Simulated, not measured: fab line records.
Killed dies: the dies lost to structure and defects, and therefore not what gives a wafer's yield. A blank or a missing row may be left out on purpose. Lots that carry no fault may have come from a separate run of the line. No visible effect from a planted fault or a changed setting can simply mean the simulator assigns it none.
Split-lot trial -- flow n5_finfet -- 21 wafers read from 7 lots, route of 1938 steps

SPLIT DETAILS
At N5_BEOL_M5_TRENCH_ETCH_37 (etches SiCOH lowk in C4F6/O2, target depth 71.652 nm, time 24.7 s), the setting time_s was moved away from the recipe's 24.7 s on 10 of the 21 wafers read, by -15.9% to +20.9%. All remaining wafers had this setting at the recipe value.

FROM THE SPLIT TO THE READING: what the file shows between them, 13 steps
- N5_BEOL_M5_ETCH_41: etches SiCN in CH3F/O2, target depth 31.5 nm, time 56.7 s
- N5_BEOL_M5_STRIP_91: strips in N2/H2, time 10 s
- N5_BEOL_M5_OCD_MEAS_38
- N5_BEOL_M5_HM_STRIP_39: strips TiN in peroxide tin strip, target depth 25 nm, time 158 s
- N5_BEOL_M5_SRD_40: time 30 s
- N5_BEOL_M5_ECD_50: material Cu, target thk 300 nm
- N5_BEOL_M5_ANNEAL_51: time 90 s
- N5_BEOL_M5_CMP_52: polishes, stops on SiCOH lowk, t overpolish 6.9 s, target thk 62 nm
- N5_BEOL_M5_THK_MEAS_53: measures by xrf
- N5_BEOL_M5_PRE_CLEAN_77: time 15 s
- N5_BEOL_M5_CO_CAP_78: material Co, precursor CCTBA/H2, target thk 2 nm, time 102.1 s
- N5_BEOL_M5_PRE_CLEAN_55: time 15 s
- N5_BEOL_M5_DEP_56: deposits SiCN from 3MS/NH3, target thk 8 nm, time 14 s

THE READING
M5_RS (ohm/sq), read at N5_BEOL_M5_RS_MEAS_57 with a four-point probe. A value of 0.393 ohm/sq with a standard deviation of 0.012 ohm/sq is what fault-free wafers of this fab line usually give.

wafer,"tool, chamber at the split","time_s as run, s",against the recipe,"M5_RS, ohm/sq",against lot-mates on the recipe
L078.1,"rie_diel-05, 2",24.7,recipe,0.415,-
L078.2,"rie_diel-05, 3",20.77,-15.9%,0.501,+0.086
L078.4,"rie_diel-05, 0",20.77,-15.9%,0.506,+0.091
L079.4,"rie_diel-05, 1",20.81,-15.7%,0.511,+0.113
L079.5,"rie_diel-05, 2",24.7,recipe,0.398,-
L079.6,"rie_diel-05, 3",20.81,-15.7%,0.504,+0.106
L080.2,"rie_diel-01, 1",24.7,recipe,0.388,-
L080.3,"rie_diel-01, 2",24.7,recipe,0.404,-
L080.5,"rie_diel-01, 2",22.52,-8.8%,0.458,+0.062
L081.1,"rie_diel-01, 1",24.7,recipe,0.397,-
L081.2,"rie_diel-01, 0",29.85,+20.9%,0.300,-0.106
L081.3,"rie_diel-01, 2",24.7,recipe,0.415,-
L083.2,"rie_diel-05, 3",24.7,recipe,0.392,-
L083.3,"rie_diel-05, 0",23.31,-5.6%,0.431,+0.039
L083.4,"rie_diel-05, 1",23.31,-5.6%,0.433,+0.041
L084.1,"rie_diel-01, 3",24.7,recipe,0.398,-
L084.2,"rie_diel-01, 0",24.7,recipe,0.406,-
L084.4,"rie_diel-01, 2",24.7,recipe,0.427,-
L095.2,"rie_diel-05, 1",29.65,+20.0%,0.319,-0.076
L095.3,"rie_diel-05, 2",29.65,+20.0%,0.314,-0.081
L095.5,"rie_diel-05, 0",24.7,recipe,0.395,-

THE FIT
A straight line over all 21 wafers: M5_RS changes by -0.00537 ohm/sq for each +1% of time_s; r = -0.98; the points scatter about the line by 0.012 ohm/sq.
The same after taking each lot's own level away (the mean of its wafers on the recipe; 21 wafers): -0.00523 ohm/sq for each +1%; r = -0.98; scatter 0.013 ohm/sq.
The reading moves by 0.11 ohm/sq for the largest change in time_s, on that fit.
Across the lots, their own levels run from 0.3920 to 0.4150 ohm/sq, a range of 1.9 times the standard deviation given above.
So the lot-to-lot level changes the slope little: the two slopes agree.
Check: -0.1 ohm/sq against its lot-mates is what the line predicts for one of the wafers moved furthest among these (+20.9%) when that wafer is left out of the fit. It came out at -0.106 ohm/sq against them.

THE WHOLE CHAIN: every reading that the file lists as answering this split, in the file's order
step,what it does,reading,change (the file's fit),r (the file's)
N5_BEOL_M5_TRENCH_ETCH_37,"etches SiCOH lowk in C4F6/O2, target depth 71.652 nm, time 24.7 s","BEOL_M5.feature_depth_nm (the simulator's own value, which no gauge read)",+0.668 nm for each +1% of the setting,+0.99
N5_BEOL_M5_TRENCH_ETCH_37,"etches SiCOH lowk in C4F6/O2, target depth 71.652 nm, time 24.7 s","etch.depth_nm (the simulator's own value, which no gauge read)",+0.667 nm for each +1% of the setting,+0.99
N5_BEOL_M5_OCD_MEAS_38,,trench_depth_nm,+0.653 nm for each +1% of the setting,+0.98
N5_BEOL_M5_CMP_52,"polishes, stops on SiCOH lowk, t overpolish 6.9 s, target thk 62 nm","Cu_of_BEOL_M5_ECD_50.thk_nm (the simulator's own value, which no gauge read)",+0.687 nm for each +1% of the setting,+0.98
N5_BEOL_M5_THK_MEAS_53,measures by xrf,M5_THK,+0.689 for each +1% of the setting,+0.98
N5_BEOL_M5_RS_MEAS_57,measures by four-point-probe,M5_RS,-0.00532 for each +1% of the setting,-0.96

FILE'S OWN FIT
M5_RS changes by -0.00532 ohm/sq for each +1% of time_s, r = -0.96.
